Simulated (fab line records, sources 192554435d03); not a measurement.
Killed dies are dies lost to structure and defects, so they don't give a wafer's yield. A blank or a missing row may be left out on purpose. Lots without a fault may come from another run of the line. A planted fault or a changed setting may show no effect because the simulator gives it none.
A struck lot beside a sound one | flow n5_finfet | 31 steps out of a route of 1938
Sound: wafers L982.3, L982.4, L982.6. Struck: wafers L995.3, L995.5, L995.6. The cause comes at the end.
At each step with rows: each side's tool, then ch and its chambers, then its first start. Under that, the readings that differ: sound wafers | struck wafers | difference of the means | sigmas: that difference in standard deviations of wafers without a fault.
alike: readings whose means differ by less than 2 such deviations, and words and numbers that are the same on both sides. not compared: withheld readings, readings that some wafer has no value for, bounds like >300 that may hide the same value, and numbers for which the record gives no deviation and whose values overlap.
The two part at a step that has a row with sigmas, a row that says differs or no value, or rows on one side only. Numbers that don't overlap but have no deviation are shown without sigmas and don't part them. A reading that every wafer of one side lacks parts them only if that side has two wafers or more.

first, 3 steps without rows for these wafers: N5_BEOL_M12_ETCH_38 (etches SiCN in CF4/N2, target depth 68.7 nm, time 73.4 s); N5_BEOL_M12_PRECLEAN_39 (cleans in residue remover, time 60 s); N5_BEOL_M12_SRD_40 (time 30 s, dry time 30 s).
N5_BEOL_M12_DEGAS_41: time 60 s.
  sound on pvd_sputter-02, day 12 20:19; struck on pvd_sputter-01, day 15 05:47
  alike: heater_power_w
then, 2 steps without rows for these wafers: N5_BEOL_M12_PRE_CLEAN_42 (time 30 s); N5_BEOL_M12_SPUTTER_43 (material TaN, target thk 15 nm, time 24.19 s).
N5_BEOL_M12_SPUTTER_44: material Ta, target thk 10 nm, time 16.13 s.
  sound on pvd_sputter-02, day 12 20:29; struck on pvd_sputter-01, day 15 05:57
  alike: substrate_temp_c, throttle_valve_pct
then, 3 steps without rows for these wafers: N5_BEOL_M12_SPUTTER_45 (material Cu, target thk 80 nm, time 13.33 s); N5_BEOL_M12_ECD_47 (material Cu, target thk 720 nm); N5_BEOL_M12_ANNEAL_48 (time 90 s).
N5_BEOL_M12_CMP_49: polishes, stops on SiOC, t overpolish 20.6 s, target thk 320 nm.
  sound on cmp-01 ch 0,2,3, day 12 21:16; struck on cmp-02 ch 0,3, day 15 07:23
  alike: barrier_field_endpoint_s, motor_current_A, overpolish_run_s, retaining_ring_pressure_frac
N5_BEOL_M12_THK_MEAS_50: measures by xrf.
  sound on film_metro-02, day 12 21:31; struck on film_metro-01, day 15 07:38
  alike: M12_THK
N5_BEOL_M12_PRE_CLEAN_52: time 15 s.
  sound on pecvd-02 ch 1,2, day 12 21:34; struck on pecvd-02 ch 1,2, day 15 07:41
N5_BEOL_M12_DEP_53: deposits SiCN from 3MS/NH3, target thk 30 nm, time 10.5 s.
  sound on pecvd-02 ch 1,2, day 12 21:37; struck on pecvd-02 ch 1,2, day 15 07:42
  alike: showerhead_plenum_p_Torr, throttle_valve_pct
N5_BEOL_M12_RS_MEAS_54: measures by four-point-probe.
  sound on film_metro-01, day 12 21:40; struck on film_metro-02, day 15 07:46
  alike: M12_RS
N5_BEOL_M12_INSPECT_55: inspects for defects (darkfield).
  sound on defect_inspect-02, day 12 21:42; struck on defect_inspect-02, day 15 07:47
  reading          | sound       | struck      | difference | sigmas
  raw_defect_count | 111 112 112 | 447 457 463 | +344       | +13
N5_BEOL_M13_ILD_DEP_00: deposits SiOC from DEMS/O2, target thk 837.92 nm, time 166.4 s.
  sound on pecvd-01 ch 0,1,2, day 12 21:44; struck on pecvd-01 ch 0,2, day 15 07:50
  alike: heater_power_w, showerhead_plenum_p_Torr, throttle_valve_pct
N5_BEOL_M13_THK_MEAS_01:
  sound on film_metro-01, day 12 21:53; struck on film_metro-01, day 15 07:59
  alike: M13_ILD_THK
then, 8 steps without rows for these wafers: N5_BEOL_M13_COAT_58 (time 60 s, resist thk 89 nm); N5_BEOL_M13_COAT_04 (resist thk 400 nm); N5_BEOL_M13_EBR_06; N5_BEOL_M13_SOFTBAKE_05 (time 60 s); N5_BEOL_M13_EXPOSE_07 (exposes mask V12); N5_BEOL_M13_PEB_08 (peb time 90 s); N5_BEOL_M13_DEVELOP_09 (develop time 45 s); N5_BEOL_M13_HARDBAKE_14 (time 120 s).
N5_BEOL_M13_CD_MEAS_10: target cd 190 nm.
  sound on cd_sem-01 ch 0, day 12 22:11; struck on cd_sem-02 ch 0, day 15 08:17
  alike: cd_nm
N5_BEOL_M13_OVL_MEAS_11:
  sound on overlay-02 ch 0, day 12 22:13; struck on overlay-01 ch 0, day 15 08:19
  alike: V12_OVL
N5_BEOL_M13_INSPECT_12: inspects for defects (macro).
  sound on defect_inspect-02, day 12 22:14; struck on defect_inspect-02, day 15 08:20
  reading          | sound | struck         | difference | sigmas
  raw_defect_count | 1 2 3 | >300 >300 >300 | differs    |
then, 1 step without rows for these wafers: N5_BEOL_M13_DESCUM_15 (chemistry O2, time 7.9 s).
N5_PASSIVATION_PROBE_49:
  sound on prober-01, day 14 07:54; struck on prober-01, day 16 18:23
  reading                  | sound          | struck         | difference | sigmas
  defect_limited_yield (%) | 92.4 93.1 92.8 | 84.2 88.9 83.6 | -7.2       | -5
  killed_at_M4_up          | 12 10 4        | 122 63 110     | +90        | +17
  killed_dies              | 90 81 85       | 187 131 193    | +85        | +5
  killed_on_rim            | 18 16 10       | 25 28 21       | +10        | +3
  sort_bin_5_function (%)  | 4.8 4.1 4.6    | 11.5 6.6 10.5  | +5.0       | +6
  sort_n_pass              | 1090 1099 1095 | 993 1049 987   | -85        | -5
  sort_yield_pct (%)       | 92.4 93.1 92.8 | 84.2 88.9 83.6 | -7.2       | -5
  alike: killed_at_M0_to_M3, killed_at_contacts, killed_at_front_end, killed_at_other, killed_open, killed_short, sort_bin_4_leakage, sort_bin_6_memory

WHERE THEY PART
First at N5_BEOL_M12_INSPECT_55; last, within this record, at N5_PASSIVATION_PROBE_49.

WHY: what the simulator had put in
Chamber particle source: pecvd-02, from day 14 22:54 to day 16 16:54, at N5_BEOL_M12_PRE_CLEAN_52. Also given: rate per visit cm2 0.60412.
